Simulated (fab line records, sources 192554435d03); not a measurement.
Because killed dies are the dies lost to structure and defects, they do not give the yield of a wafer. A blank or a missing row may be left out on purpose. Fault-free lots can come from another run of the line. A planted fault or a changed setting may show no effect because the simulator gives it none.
fab line records	flow n5Finfet
record: lots: 7	wafers: 21	lastDay: 19
route steps=1938 shown HKMG_FIN@437 BEOL_M4@1111 PASSIVATION@1936
lots that met no fault: taken from a fault-free run of the same line
startH: the number of hours between the record's first day and the start of the first shown wafer of the lot	waitH: hours since the lot's step before	" unchanged from the row above	L1.1+2: a single row standing in for several wafers	- no value, or no start given	* or withheld: withheld	< > ~ a bound
route shown NAME@n: a module of which the file shows steps, and the number in the route of the first	usual: mean/standard deviation of fault-free wafers	same: alike in all rows	chamber/n: place in a boat	sites: the reading at each site	_std_site: how widely they spread, as a standard deviation	_edge_site: mean of outer sites minus mean of inner sites	radiusMm: for every site, how far away it sits from the centre of the wafer	mask NAME#n: copy n	behind: tool/chamber where the wafer was last shaped	hold: why the lot went on hold/how many hours it stayed there/how the hold came to an end	device: whichever transistor did not switch (one of n, p or np)	end of line: tests run on the same wafers once the route is complete	a step given without rows: its recipe and nothing more	killed: dies that structure and defects cost at the first sort, which is not the same as the wafer's yield	map: a wafer's dies, x killed, . not, _ none there
set.NAME: the setting the step ran with; set.NAME@STEP: the setting that earlier step ran with	model.NAME: the simulator's own value behind a step, which no gauge read
a table for each step, a row for each wafer; lots at some steps of the route
services: the hour from which a tool's chamber was out of use, counted from the record's first day as startH (under 0 if before that day), plus the number of hours and why
== steps ==
step: N5_HKMG_FIN_STRIP_34
recipe: chemistry: CF4	resist: SiARC	powerW: 300	biasPowerW: 75	pressureMtorr: 50	cf4FlowSccm: 150	rfFrequencyHz: 6e+07
step: N5_HKMG_FIN_ETCH_35
recipe: chemistry: N2/H2	target: SOC	targetDepthA: 2158	ionEnergyEv: 65	biasW: 5	sourceW: 3000	timeS: 243.4	pressureMtorr: 30	n2FlowSccm: 200	h2FlowSccm: 200
step: N5_HKMG_FIN_STRIP_92
recipe: chemistry: N2/H2	material: SOC	timeS: 20	powerW: 500	tempC: 40	pressureMtorr: 50	rfFrequencyHz: 6e+07	biasPowerW: 8	h2Frac: 0.5	n2FlowSccm: 300	h2FlowSccm: 300
usual: drypumpMotorCurrentA: 5.8/0.42	oesProductAu: 0.74/0.054	rfFwdPowerW: 496.6/1.7	rfVppV: 54.3/0.83	showerheadPlenumPTorr: 3.37/0.13	throttleValvePct: 19.06/0.3
lot.wafer	tool	chamber	startH	waitH	drypumpMotorCurrentA	oesProductAu	rfFwdPowerW	rfHoursCounterH	rfVppV	showerheadPlenumPTorr	throttleValvePct
L539.1	rieDiel-05	3	119.01	0.1	6.1	0.77	496.6	144	53.6	3.35	18.81
L539.2	"	1	"	"	6.5	0.66	497.3	212	53.5	3.17	19.36
L539.4	"	2	"	"	5.5	0.74	494.7	175	53.9	3.50	19.17
L542.2	rieDiel-05	1	135.87	0.1	6.5	0.67	497.5	218	55.2	3.17	19.36
L542.3	"	0	"	"	5.6	0.70	498.8	192	54.7	3.36	19.22
L542.6	"	1	"	"	6.4	0.67	496.4	-	54.8	3.17	19.39
L544.1	rieDiel-05	2	154.88	0.1	5.5	0.74	496.8	187	55.0	3.49	19.19
L544.3	"	0	"	"	5.6	0.69	496.0	197	52.9	3.36	19.23
L544.4	"	3	"	"	6.1	0.76	496.5	152	53.5	3.35	18.81
L545.1	rieDiel-02	1	156.07	0.1	5.8	0.71	495.1	193	56.0	3.49	19.19
L545.2	"	3	"	"	4.9	0.72	494.7	206	54.6	3.34	19.09
L545.3	"	0	"	"	5.8	0.69	495.3	234	53.4	3.17	19.04
L547.2	rieDiel-04	0	165.58	0.1	5.6	0.81	497.7	78	53.8	3.24	18.37
L547.3	"	3	"	"	5.8	0.70	500.9	208	53.5	3.48	19.43
L547.4	"	0	"	"	5.6	0.80	496.1	-	53.4	3.24	18.38
L548.1	rieDiel-05	0	170.54	0.1	5.6	0.69	498.7	204	55.4	3.35	19.24
L548.2	"	3	"	"	6.1	0.76	496.1	159	54.7	3.34	18.81
L548.6	"	2	"	"	5.5	0.74	494.0	-	55.2	3.49	19.20
L555.1	rieDiel-05	0	212.88	0.1	5.6	0.67	498.1	218	54.0	3.35	19.26
L555.2	"	1	"	"	6.5	0.66	495.9	244	54.7	3.16	19.40
L555.6	"	0	"	"	5.6	0.68	498.9	-	55.2	3.35	19.26
step: N5_HKMG_FIN_WET_ETCH_18
recipe: chemistry: SC1	target: TiN	mix: 1:1:5	tempC: *	timeS: 55	targetDepthNm: 5.2	dry: ipaMarangoni	rinseTimeS: 30	rinseTempC: 23
step: N5_HKMG_FIN_STRIP_19
recipe: chemistry: N2/H2	powerW: 2500	tempC: 300	h2Frac: 0.65	timeS: 360	pressureMtorr: withheld	n2FlowSccm: 1750	h2FlowSccm: 3250
usual: drypumpMotorCurrentA: 5.90/0.26	heaterPowerW: 478/36
lot.wafer	tool	chamber	startH	waitH	drypumpMotorCurrentA	heaterPowerW	rfHoursCounterH
L539.1	plasmaAsher-02	1	119.16	0.0	5.70	515	47
L539.2	"	0	"	"	6.25	468	47
L539.4	"	1	"	"	5.67	538	-
L542.2	plasmaAsher-02	0	136.02	0.0	6.24	456	52
L542.3	"	0	"	"	6.25	455	-
L542.6	"	1	"	"	5.66	536	-
L544.1	plasmaAsher-02	0	155.03	0.0	6.25	462	56
L544.3	"	0	"	"	6.26	463	-
L544.4	"	1	"	"	5.70	521	-
L545.1	plasmaAsher-02	1	156.22	0.0	5.67	523	56
L545.2	"	0	"	"	6.25	468	56
L545.3	"	0	"	"	6.24	460	-
L547.2	plasmaAsher-02	1	165.73	0.0	5.70	536	59
L547.3	"	0	"	"	6.24	445	-
L547.4	"	1	"	"	5.69	527	-
L548.1	plasmaAsher-02	0	170.71	0.0	6.25	455	60
L548.2	"	1	"	"	5.67	527	60
L548.6	"	0	"	"	6.26	460	-
L555.1	plasmaAsher-01	1	213.03	0.0	5.65	441	107
L555.2	"	0	"	"	5.87	458	107
L555.6	"	0	"	"	5.88	454	-
step: N5_HKMG_FIN_ALD_91
recipe: material: TiN	targetThkA: 10	tempC: 400	aldPrecursorFamily: TiCl4	aldCoReactant: NH3	pulseTimeS: 1	purgeTimeS: 3	coReactantPurgeTimeS: 2	coReactantPulseTimeS: 2	aldCycles: 47	pressureTorr: 3
usual: chamberPressureTorr: 2.999/0.0064	heaterPowerW: 850/78	precursorPulseHeightRel: 1.000/0.021	susceptorTempC: 399.97/0.23
same: coReactantPulseTimeS: 2	pulseTimeS: 1
lot.wafer	tool	chamber	startH	waitH	chamberPressureTorr	heaterPowerW	precursorPulseHeightRel	sinceWetCleanH	susceptorTempC
L539.1	aldMetal-03	2	119.54	0.3	2.998	878	0.992	1321	399.89
L539.2	"	0	"	"	2.994	916	1.020	1321	400.04
L539.4	"	1	"	"	2.985	848	1.002	1321	399.65
L542.2	aldMetal-02	2	136.40	0.3	2.990	781	1.026	4415	399.73
L542.3	"	3	"	"	3.004	947	1.004	4415	400.08
L542.6	"	3	"	"	2.999	939	0.996	-	400.27
L544.1	aldMetal-03	2	155.41	0.3	3.002	881	1.046	1357	399.95
L544.3	"	1	"	"	2.987	858	0.985	1357	399.95
L544.4	"	0	"	"	3.008	888	1.028	1357	399.53
L545.1	aldMetal-02	0	156.70	0.4	2.987	755	0.970	4435	399.92
L545.2	"	2	"	"	3.000	788	0.968	4435	399.68
L545.3	"	3	"	"	2.994	932	0.972	4435	399.98
L547.2	aldMetal-03	0	166.11	0.3	2.990	902	0.990	1367	400.22
L547.3	"	3	"	"	2.994	822	1.016	1367	399.90
L547.4	"	1	"	"	2.996	868	0.973	1367	399.61
L548.1	aldMetal-03	1	171.09	0.3	2.988	853	1.005	1372	400.12
L548.2	"	0	"	"	3.000	910	1.038	1372	399.34
L548.6	"	0	"	"	2.998	904	1.020	-	400.09
L555.1	aldMetal-04	2	213.41	0.3	2.993	809	1.016	6030	400.22
L555.2	"	3	"	"	2.991	916	1.010	6030	399.54
L555.6	"	2	"	"	3.000	820	0.992	-	399.97
step: N5_HKMG_FIN_COAT_85
recipe: resist: SOC	tempC: 250	timeS: 60	spinRpm: 1500	resistThkNm: 300
step: N5_HKMG_FIN_ETCH_86
recipe: chemistry: N2/H2	target: SOC	targetDepthA: 3932	stopOn: TiN	ionEnergyEv: 100	biasW: 61	pressureMtorr: 30	sourceW: 850	n2FlowSccm: 200	h2FlowSccm: 200
usual: drypumpMotorCurrentA: 5.8/0.41	oesProductAu: 0.74/0.047	rfFwdPowerW: 844.7/2.8	rfVppV: 240.7/1.5	showerheadPlenumPTorr: 2.55/0.1	throttleValvePct: 17.90/0.26
lot.wafer	tool	chamber	startH	waitH	drypumpMotorCurrentA	oesProductAu	rfFwdPowerW	rfHoursCounterH	rfVppV	showerheadPlenumPTorr	throttleValvePct
L539.1	rieDiel-02	0	119.88	-	5.8	0.71	844.7	223	238.5	2.39	17.74
L539.2	"	3	"	"	4.9	0.71	844.0	195	238.4	2.54	17.93
L539.4	"	2	"	"	6.4	0.84	840.2	48	242.9	2.71	17.73
L542.2	rieDiel-04	0	136.74	-	5.6	0.81	843.0	69	240.5	2.45	17.27
L542.3	"	1	"	"	5.3	0.72	845.7	200	241.9	2.64	18.17
L542.6	"	2	"	"	6.1	0.74	839.7	-	239.1	2.44	17.85
L544.1	rieDiel-05	2	155.88	-	5.5	0.73	847.3	188	240.3	2.65	17.81
L544.3	"	3	"	"	6.1	0.75	846.6	153	242.2	2.53	17.81
L544.4	"	1	"	"	6.5	0.68	846.8	224	239.2	2.39	18.01
L545.1	rieDiel-02	0	157.22	-	5.8	0.70	846.3	235	239.1	2.39	17.75
L545.2	"	1	"	"	5.8	0.72	840.4	194	243.0	2.64	18.05
L545.3	"	2	"	"	6.5	0.83	838.7	59	244.0	2.70	17.75
L547.2	rieDiel-04	3	166.45	-	5.8	0.70	848.8	208	242.0	2.64	18.26
L547.3	"	0	"	"	5.6	0.80	845.0	78	238.5	2.45	17.30
L547.4	"	0	"	"	5.6	0.79	840.3	-	238.4	2.45	17.30
L548.1	rieDiel-05	2	171.43	-	5.5	0.73	839.1	194	242.7	2.65	17.83
L548.2	"	3	"	"	6.1	0.74	845.3	160	240.4	2.53	17.81
L548.6	"	2	"	"	5.5	0.72	842.7	-	241.7	2.65	17.83
L555.1	rieDiel-02	3	213.75	-	4.9	0.69	849.4	226	240.3	2.52	17.97
L555.2	"	1	"	"	5.8	0.70	845.3	213	240.7	2.63	18.09
L555.6	"	1	"	"	5.8	0.70	847.0	-	240.7	2.63	18.08
step: N5_HKMG_FIN_STRIP_89
recipe: chemistry: N2/H2	material: SOC	timeS: 20	powerW: 500	tempC: 40	pressureMtorr: 50	rfFrequencyHz: 6e+07	biasPowerW: 8	h2Frac: 0.5	n2FlowSccm: 300	h2FlowSccm: 300
usual: drypumpMotorCurrentA: 5.8/0.41	oesProductAu: 0.74/0.054	rfFwdPowerW: 497.5/1.5	rfVppV: 54.2/0.98	showerheadPlenumPTorr: 3.37/0.13	throttleValvePct: 19.07/0.28
lot.wafer	tool	chamber	startH	waitH	drypumpMotorCurrentA	oesProductAu	rfFwdPowerW	rfHoursCounterH	rfVppV	showerheadPlenumPTorr	throttleValvePct
L539.1	rieDiel-02	0	119.94	0.0	5.8	0.71	498.5	223	54.4	3.17	19.03
L539.2	"	3	"	"	4.9	0.73	496.7	195	56.7	3.35	19.09
L539.4	"	2	"	"	6.4	0.87	496.3	48	54.2	3.57	18.90
L542.2	rieDiel-04	0	136.80	0.0	5.6	0.81	497.2	70	53.9	3.24	18.35
L542.3	"	1	"	"	5.3	0.69	498.5	200	55.2	3.48	19.26
L542.6	"	2	"	"	6.1	0.75	498.4	-	52.6	3.23	19.16
L544.1	rieDiel-05	2	155.94	0.0	5.5	0.75	496.4	188	54.8	3.49	19.20
L544.3	"	3	"	"	6.1	0.77	498.0	153	54.3	3.34	18.80
L544.4	"	1	"	"	6.5	0.67	498.5	224	52.8	3.17	19.37
L545.1	rieDiel-02	0	157.28	0.0	5.8	0.69	496.3	235	53.5	3.16	19.06
L545.2	"	1	"	"	5.8	0.71	494.5	194	54.3	3.49	19.18
L545.3	"	2	"	"	6.4	0.85	495.3	59	56.4	3.56	18.91
L547.2	rieDiel-04	3	166.51	0.0	5.7	0.70	497.9	208	53.4	3.48	19.45
L547.3	"	0	"	"	5.6	0.81	497.8	79	53.5	3.24	18.37
L547.4	"	0	"	"	5.6	0.80	497.6	-	52.9	3.24	18.35
L548.1	rieDiel-05	2	171.49	0.0	5.5	0.73	498.2	195	54.0	3.49	19.20
L548.2	"	3	"	"	6.1	0.76	498.8	160	52.9	3.34	18.83
L548.6	"	2	"	"	5.5	0.73	493.7	-	53.6	3.49	19.19
L555.1	rieDiel-02	3	213.81	0.0	4.9	0.70	499.9	227	53.7	3.33	19.14
L555.2	"	1	"	"	5.8	0.69	498.5	213	53.9	3.48	19.21
L555.6	"	1	"	"	5.8	0.69	498.1	-	53.7	3.47	19.21
step: N5_HKMG_FIN_WET_ETCH_87
recipe: chemistry: SC1	target: TiN	mix: 1:2:40	tempC: 50	timeS: 154.2	targetDepthNm: 4.7	dry: ipaMarangoni	rinseTimeS: 30	rinseTempC: 23
step: N5_HKMG_FIN_STRIP_88
recipe: chemistry: N2/H2	powerW: 2500	tempC: 300	h2Frac: 0.65	timeS: 360	pressureMtorr: withheld	n2FlowSccm: 1750	h2FlowSccm: 3250
step: N5_HKMG_FIN_NWFM_ALD_20
recipe: material: TiAlC	targetThkA: 20	tempC: 300	aldPrecursorFamily: TiCl4	aldCoReactant: TEA	pulseTimeS: 3	purgeTimeS: 2	coReactantPurgeTimeS: 2	coReactantPulseTimeS: 10	aldCycles: 7	pressureTorr: 3
step: N5_HKMG_FIN_ALD_71
recipe: material: TiN	targetThkA: 10	tempC: 400	aldPrecursorFamily: TiCl4	aldCoReactant: NH3	pulseTimeS: 1	purgeTimeS: 3	coReactantPurgeTimeS: 2	coReactantPulseTimeS: 2	aldCycles: 47	pressureTorr: 3
usual: chamberPressureTorr: 3.001/0.0062	heaterPowerW: 860/67	precursorPulseHeightRel: 1.000/0.021	susceptorTempC: 400.05/0.23
same: coReactantPulseTimeS: 2	pulseTimeS: 1
lot.wafer	tool	chamber	startH	waitH	chamberPressureTorr	heaterPowerW	precursorPulseHeightRel	sinceWetCleanH	susceptorTempC
L539.1	aldMetal-04	3	120.62	0.0	2.995	940	0.996	5937	399.92
L539.2	"	0	"	"	2.993	906	0.967	5937	399.82
L539.4	"	2	"	"	3.006	863	1.008	5937	399.96
L542.2	aldMetal-03	3	137.47	0.0	2.989	844	0.999	1339	400.23
L542.3	"	1	"	"	3.002	848	0.994	1339	399.97
L542.6	"	2	"	"	2.996	876	0.988	-	400.23
L544.1	aldMetal-04	3	156.63	0.0	3.000	913	1.016	5973	400.30
L544.3	"	2	"	"	3.008	838	1.033	5973	399.99
L544.4	"	0	"	"	3.005	883	1.026	5973	399.83
L545.1	aldMetal-03	2	157.96	0.0	2.992	914	1.045	1359	404.24
L545.2	"	0	"	"	3.007	933	1.031	1359	403.45
L545.3	"	1	"	"	3.010	868	0.993	1359	403.59
L547.2	aldMetal-03	3	167.24	0.0	2.998	870	0.940	1369	403.78
L547.3	"	2	"	"	2.998	882	1.000	1369	404.06
L547.4	"	1	"	"	2.999	891	1.004	1369	403.83
L548.1	aldMetal-03	2	172.17	0.0	3.001	902	0.992	1373	403.88
L548.2	"	0	"	"	3.000	920	1.025	1373	403.91
L548.6	"	2	"	"	2.999	912	1.017	-	404.15
L555.1	aldMetal-02	3	214.49	0.0	3.005	964	1.012	4493	399.71
L555.2	"	0	"	"	2.994	747	1.007	4493	399.96
L555.6	"	2	"	"	2.997	774	0.992	-	400.22
step: N5_HKMG_FIN_COAT_66
recipe: resist: SOC	tempC: 250	timeS: 60	spinRpm: 1500	resistThkNm: 300
step: N5_BEOL_M4_RC_MEAS_101
usual: DIBL_N: 36.6/1.9	DIBL_P: 36.7/2.2	IOFF_N: 0.16/0.035	IOFF_P: 0.22/0.038	ION_N: 672/14	ION_P: 462/8.3	SS_N: 71.6/0.65	SS_P: 73.5/0.72	VT_N: 250/3.5	VT_P: -250/3.1
lot.wafer	tool	chamber	startH	waitH	DIBL_N[mV/V]	DIBL_P[mV/V]	IOFF_N[nA/um]	IOFF_P[nA/um]	ION_N[uA/um]	ION_P[uA/um]	SS_N[mV/dec]	SS_P[mV/dec]	VT_N[mV]	VT_P[mV]
L539.1	prober-01	0	236.85	0.0	38.4	38.8	0.20	0.22	678	456	72.8	73.3	245	-251
L539.2	"	0	"	"	39.2	40.2	0.22	0.25	703	469	71.9	73.7	246	-251
L539.4	"	0	"	"	40.0	40.8	0.23	0.26	682	458	73.2	74.5	245	-248
L542.2	prober-02	0	257.43	0.2	35.7	35.1	0.15	0.19	672	456	71.8	73.1	254	-252
L542.3	"	0	"	"	38.4	37.6	0.20	0.24	660	452	72.4	74.7	250	-252
L542.6	"	0	"	"	35.8	34.9	0.16	0.19	674	458	72.3	73.1	254	-254
L544.1	prober-01	0	257.52	0.0	36.8	34.5	0.15	0.22	672	464	71.9	73.1	252	-247
L544.3	"	0	"	"	35.7	33.8	0.13	0.21	663	464	71.1	72.9	253	-248
L544.4	"	0	"	"	37.9	35.3	0.16	0.23	656	454	71.9	73.7	251	-247
L545.1	prober-01	0	271.92	0.0	36.7	36.6	0.16	0.21	663	456	72.2	73.3	249	-252
L545.2	"	0	"	"	35.8	35.7	0.15	0.20	681	470	71.4	73.1	248	-252
L545.3	"	0	"	"	34.7	34.2	0.13	0.18	677	462	71.1	73.0	253	-253
L547.2	prober-01	0	283.63	0.2	39.5	37.0	0.21	0.27	703	478	72.1	74.5	241	-246
L547.3	"	0	"	"	41.1	38.8	0.24	0.30	701	479	72.7	74.0	241	-246
L547.4	"	0	"	"	37.6	34.9	0.17	0.22	666	459	71.6	74.1	249	-250
L548.1	prober-01	0	291.00	0.0	35.8	37.3	0.15	0.24	676	466	71.3	74.4	251	-247
L548.2	"	0	"	"	40.0	41.2	0.24	0.32	666	461	72.7	75.3	249	-245
L548.6	"	0	"	"	35.4	37.4	0.15	0.23	662	467	71.4	74.0	252	-247
L555.1	prober-01	0	327.85	0.0	39.5	41.3	0.23	0.30	693	471	72.2	74.0	245	-245
L555.2	"	0	"	"	34.9	35.8	0.13	0.19	670	464	71.5	73.0	251	-253
L555.6	"	0	"	"	38.2	40.7	0.21	0.30	698	471	71.8	73.9	246	-245
step: N5_PASSIVATION_PROBE_49
usual: defectLimitedYield: 91.6/1.4	killed_at_M0_to_M3: 35/10	killed_at_M4_up: 13/4.8	killedAtContacts: 12/7.2	killedAtFrontEnd: 36/12	killedAtOther: 4/3.1	killedDies: 100/17	killedOpen: 66/13	killedShort: 32/7.3	sort_bin_4_leakage: 0.00/0.0099	sort_bin_5_function: 5.0/0.94	sort_bin_6_memory: 3.1/0.67	sort_bin_8_speed: 0.01/0.047	sortNPass: 1080/17
same: grossDies: 1180	killedAtBackSide: 0
lot.wafer	tool	chamber	startH	waitH	defectLimitedYield[%]	killed_at_M0_to_M3	killed_at_M4_up	killedAtContacts	killedAtFrontEnd	killedAtOther	killedDies	killedOpen	killedShort	sort_bin_4_leakage[%]	sort_bin_5_function[%]	sort_bin_6_memory[%]	sort_bin_8_speed[%]	sortNPass
L539.1	prober-01	-	356.78	0.0	92.5	23	9	12	38	7	89	58	30	0	3.9	3.4	0	1091
L539.2	prober-01	-	356.83	0.1	91.6	29	20	12	36	2	99	62	37	0	4.7	3.6	0	1081
L539.4	prober-01	-	356.93	0.2	92.4	25	10	9	42	4	90	57	33	0	4.2	3.1	0	1090
L544.1	prober-02	-	377.05	0.3	91.7	40	5	14	35	4	98	59	39	0	5.0	3.1	0	1082
L544.3	prober-02	-	377.15	0.4	91.1	35	17	5	39	9	105	65	40	0	4.7	3.8	0	1075
L544.4	prober-02	-	377.20	0.5	88.6	54	11	8	55	6	134	92	41	0	6.9	4.3	0	1046
L545.1	prober-01	-	389.01	0.0	90.7	30	16	13	47	4	110	75	34	0	5.2	3.5	0	1070
L545.2	prober-01	-	389.06	0.1	91.7	31	11	9	43	4	98	70	28	0	4.6	3.4	0	1082
L545.3	prober-01	-	389.11	0.1	90.2	37	16	15	44	4	116	74	37	0	5.8	3.4	0.17	1064
L542.2	prober-01	-	389.65	0.1	90.7	26	16	9	55	4	110	56	51	0	5.3	3.4	0	1070
L542.3	prober-01	-	389.70	0.1	91.3	43	11	10	36	3	103	71	32	0	5.8	2.7	0	1077
L542.6	prober-01	-	389.85	0.3	93.0	23	15	14	31	0	83	53	30	0	3.9	3.0	0	1097
L548.1	prober-01	-	412.09	0.0	92.6	27	9	13	32	6	87	52	35	0	4.2	2.8	0	1093
L548.2	prober-01	-	412.14	0.1	91.9	33	15	19	25	3	95	68	27	0.08	5.5	2.5	0	1084
L548.6	prober-01	-	412.34	0.3	91.1	20	10	19	48	8	105	64	41	0	4.6	3.8	0	1075
L547.2	prober-02	-	418.19	0.1	92.6	26	8	17	34	2	87	49	35	0	4.2	3.0	0	1093
L547.3	prober-02	-	418.24	0.1	91.4	34	19	15	29	5	102	79	22	0	5.3	3.2	0	1078
L547.4	prober-02	-	418.29	0.2	92.5	22	6	9	35	17	89	54	31	0	4.7	2.4	0	1091
L555.1	prober-02	-	448.75	0.0	91.2	26	6	17	52	3	104	75	29	0	4.6	4.1	0	1076
L555.2	prober-02	-	448.80	0.1	89.7	31	21	18	46	5	121	86	35	0	6.2	3.8	0	1059
L555.6	prober-02	-	449.00	0.3	91.3	43	6	22	29	3	103	67	36	0	4.6	4.0	0	1077
killed by level:class
L539.1 MOL_CONTACT_COAG:geometricParticle:open=11 STI_FIN_REVEAL:geometricParticle:open=8 FIN_SAQP:geometricParticle:short=7 BEOL_M0_SAQP:geometricParticle:short=5 BEOL_M1:geometricParticle:open=5 FIN_SAQP:geometricParticle:open=4 DUMMY_GATE:geometricParticle:open=4 BEOL_M0_SAQP:geometricParticle:open=4
L539.2 STI_FIN_REVEAL:geometricParticle:open=17 BEOL_M4:geometricParticle:open=9 MOL_CONTACT_COAG:geometricParticle:open=8 BEOL_M0_SAQP:geometricParticle:short=8 BEOL_M1:geometricParticle:open=8 STARTING-WAFER:geometricParticle:short=4 FIN_SAQP:geometricParticle:open=4 MOL_CONTACT_COAG:geometricParticle:short=4
L539.4 FIN_SAQP:geometricParticle:open=13 BEOL_M0_SAQP:geometricParticle:short=12 STI_FIN_REVEAL:geometricParticle:open=10 BEOL_M0_SAQP:geometricParticle:open=7 MOL_CONTACT_COAG:geometricParticle:open=6 FIN_SAQP:geometricParticle:short=3 MOL_CONTACT_COAG:geometricParticle:short=3 BEOL_M1:geometricParticle:open=3
L544.1 MOL_CONTACT_COAG:geometricParticle:open=12 FIN_SAQP:geometricParticle:short=11 BEOL_M3:geometricParticle:open=9 BEOL_M0_SAQP:geometricParticle:open=8 BEOL_M0_SAQP:geometricParticle:short=7 FIN_SAQP:geometricParticle:open=6 BEOL_M3:geometricParticle:short=5 FIN_CUT:geometricParticle:short=3
L544.3 FIN_SAQP:geometricParticle:open=13 BEOL_M4:geometricParticle:open=13 FIN_SAQP:geometricParticle:short=8 BEOL_M2:geometricParticle:open=7 BEOL_M0_SAQP:geometricParticle:short=7 BEOL_M1:geometricParticle:short=6 BEOL_M1:geometricParticle:open=6 MOL_CONTACT_COAG:geometricParticle:open=5
L544.4 BEOL_M0_SAQP:geometricParticle:open=19 FIN_SAQP:geometricParticle:open=16 STI_FIN_REVEAL:geometricParticle:open=15 BEOL_M0_SAQP:geometricParticle:short=11 BEOL_M3:geometricParticle:open=9 FIN_SAQP:geometricParticle:short=7 MOL_CONTACT_COAG:geometricParticle:open=6 BEOL_M2:geometricParticle:open=6
L545.1 MOL_CONTACT_COAG:geometricParticle:open=12 FIN_SAQP:geometricParticle:open=10 BEOL_M1:geometricParticle:open=10 FIN_SAQP:geometricParticle:short=6 STI_FIN_REVEAL:geometricParticle:open=6 STARTING-WAFER:geometricParticle:short=6 BEOL_M0_SAQP:geometricParticle:open=6 DUMMY_GATE:geometricParticle:open=5
L545.2 BEOL_M1:geometricParticle:open=11 STI_FIN_REVEAL:geometricParticle:open=9 FIN_SAQP:geometricParticle:short=6 FIN_SAQP:geometricParticle:open=6 BEOL_M2:geometricParticle:open=6 STARTING-WAFER:geometricParticle:open=6 MOL_CONTACT_COAG:geometricParticle:open=5 BEOL_M3:geometricParticle:open=5
L545.3 FIN_SAQP:geometricParticle:open=13 MOL_CONTACT_COAG:geometricParticle:open=10 FIN_SAQP:geometricParticle:short=8 BEOL_M1:geometricParticle:open=7 BEOL_M2:geometricParticle:open=7 STI_FIN_REVEAL:geometricParticle:open=6 BEOL_M0_SAQP:geometricParticle:short=6 BEOL_M3:geometricParticle:open=6
L542.2 FIN_SAQP:geometricParticle:short=28 FIN_SAQP:geometricParticle:open=11 BEOL_M0_SAQP:geometricParticle:short=9 MOL_CONTACT_COAG:geometricParticle:open=8 BEOL_M4:geometricParticle:open=7 STI_FIN_REVEAL:geometricParticle:open=6 BEOL_M1:geometricParticle:open=6 BEOL_M7:geometricParticle:open=5
L542.3 MOL_CONTACT_COAG:geometricParticle:open=10 BEOL_M0_SAQP:geometricParticle:short=10 BEOL_M0_SAQP:geometricParticle:open=7 BEOL_M2:geometricParticle:open=7 DUMMY_GATE:geometricParticle:open=6 BEOL_M5:geometricParticle:open=6 STARTING-WAFER:geometricParticle:open=6 DUMMY_GATE:geometricParticle:short=5
L542.6 MOL_CONTACT_COAG:geometricParticle:open=9 BEOL_M4:geometricParticle:open=7 BEOL_M0_SAQP:geometricParticle:open=6 BEOL_M0_SAQP:geometricParticle:short=6 STARTING-WAFER:geometricParticle:open=6 FIN_SAQP:geometricParticle:short=5 STI_FIN_REVEAL:geometricParticle:open=5 MOL_CONTACT_COAG:geometricParticle:short=5
L548.1 MOL_CONTACT_COAG:geometricParticle:open=11 STI_FIN_REVEAL:geometricParticle:open=9 BEOL_M0_SAQP:geometricParticle:short=7 BEOL_M3:geometricParticle:open=5 FIN_SAQP:geometricParticle:short=4 GATE_CUT:geometricParticle:short=4 BEOL_M0_SAQP:geometricParticle:open=4 STARTING-WAFER:geometricParticle:open=3
L548.2 MOL_CONTACT_COAG:geometricParticle:open=16 BEOL_M0_SAQP:geometricParticle:open=9 BEOL_M3:geometricParticle:open=9 BEOL_M4:geometricParticle:open=9 BEOL_M0_SAQP:geometricParticle:short=6 FIN_SAQP:geometricParticle:open=4 STI_FIN_REVEAL:geometricParticle:open=4 FIN_SAQP:geometricParticle:short=3
L548.6 MOL_CONTACT_COAG:geometricParticle:open=14 FIN_SAQP:geometricParticle:short=11 DUMMY_GATE:geometricParticle:open=8 BEOL_M0_SAQP:geometricParticle:open=7 FIN_SAQP:geometricParticle:open=6 GATE_CUT:geometricParticle:short=5 MOL_CONTACT_COAG:geometricParticle:short=5 DUMMY_GATE:geometricParticle:short=4
L547.2 MOL_CONTACT_COAG:geometricParticle:open=14 BEOL_M2:geometricParticle:open=7 BEOL_M2:geometricParticle:short=7 DUMMY_GATE:geometricParticle:open=6 FIN_SAQP:geometricParticle:short=5 GATE_CUT:geometricParticle:open=4 BEOL_M0:geometricParticle:short=4 MOL_CONTACT_COAG:geometricParticle:short=3
L547.3 MOL_CONTACT_COAG:geometricParticle:open=14 BEOL_M1:geometricParticle:open=13 BEOL_M4:geometricParticle:open=9 BEOL_M8:geometricParticle:open=9 FIN_SAQP:geometricParticle:open=6 BEOL_M0_SAQP:geometricParticle:open=5 BEOL_M2:geometricParticle:open=4 FIN_SAQP:geometricParticle:short=3
L547.4 FIN_SAQP:geometricParticle:short=8 MOL_CONTACT_COAG:geometricParticle:open=7 BEOL_M1:geometricParticle:open=7 PAD_METAL:geometricParticle:short=6 BEOL_M2:geometricParticle:open=6 FIN_SAQP:geometricParticle:open=4 DUMMY_GATE:geometricParticle:open=4 SPACER0:geometricParticle:open=4
L555.1 MOL_CONTACT_COAG:geometricParticle:open=17 STI_FIN_REVEAL:geometricParticle:open=9 FIN_SAQP:geometricParticle:open=8 ILD0:geometricParticle:short=6 BEOL_M1:geometricParticle:open=6 FIN_SAQP:geometricParticle:short=5 DUMMY_GATE:geometricParticle:open=5 BEOL_M2:geometricParticle:open=5
L555.2 MOL_CONTACT_COAG:geometricParticle:open=14 FIN_SAQP:geometricParticle:open=10 STI_FIN_REVEAL:geometricParticle:open=8 BEOL_M1:geometricParticle:open=7 GATE_CUT:geometricParticle:short=7 BEOL_M3:geometricParticle:open=7 BEOL_M4:geometricParticle:open=6 GATE_CUT:geometricParticle:open=4
L555.6 MOL_CONTACT_COAG:geometricParticle:open=15 BEOL_M0:geometricParticle:open=11 BEOL_M0_SAQP:geometricParticle:open=8 MOL_CONTACT_COAG:geometricParticle:short=7 BEOL_M0_SAQP:geometricParticle:short=7 BEOL_M3:geometricParticle:open=6 FIN_SAQP:geometricParticle:short=5 DUMMY_GATE:geometricParticle:open=5
== services ==
tool	chamber	startH	hours	kind
rieDiel-05	-	117.75	0.6	repair
rieDiel-05	-	126.84	0.3	repair
rieDiel-04	0	146.11	2.5	repair
plasmaAsher-01	-	167.85	2.8	pm
aldMetal-02	1	195.12	23.4	repair
rieDiel-02	0	205.33	-	clean
rieDiel-02	0	205.33	-	consumableReplace:focusRing
rieDiel-02	0	205.33	-	consumableReplace:showerhead
rieDiel-02	0	205.33	23.1	scheduledDown
rieDiel-02	0	205.33	23.1	ventCycle
== key ==
firstSign: step: N5_HKMG_FIN_ALD_71	reading: susceptorTempC	direction: up	sigmas: 16	usual: *	struck: *
effect none on later readings
metAt N5_HKMG_FIN_ALD_71
struckWafers L545.1,L545.2,L545.3,L547.2,L547.3,L547.4,L548.1,L548.2,L548.6
onsetBetween 137.47 157.96
fault: kind: processParameterDrift	tool: aldMetal-03	chamber: -	onsetH: 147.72	steps: N5_HKMG_FIN_ALD_71	channel: tempC	offset: *	shape: step	endH: 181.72	actsIn: *	stated: *
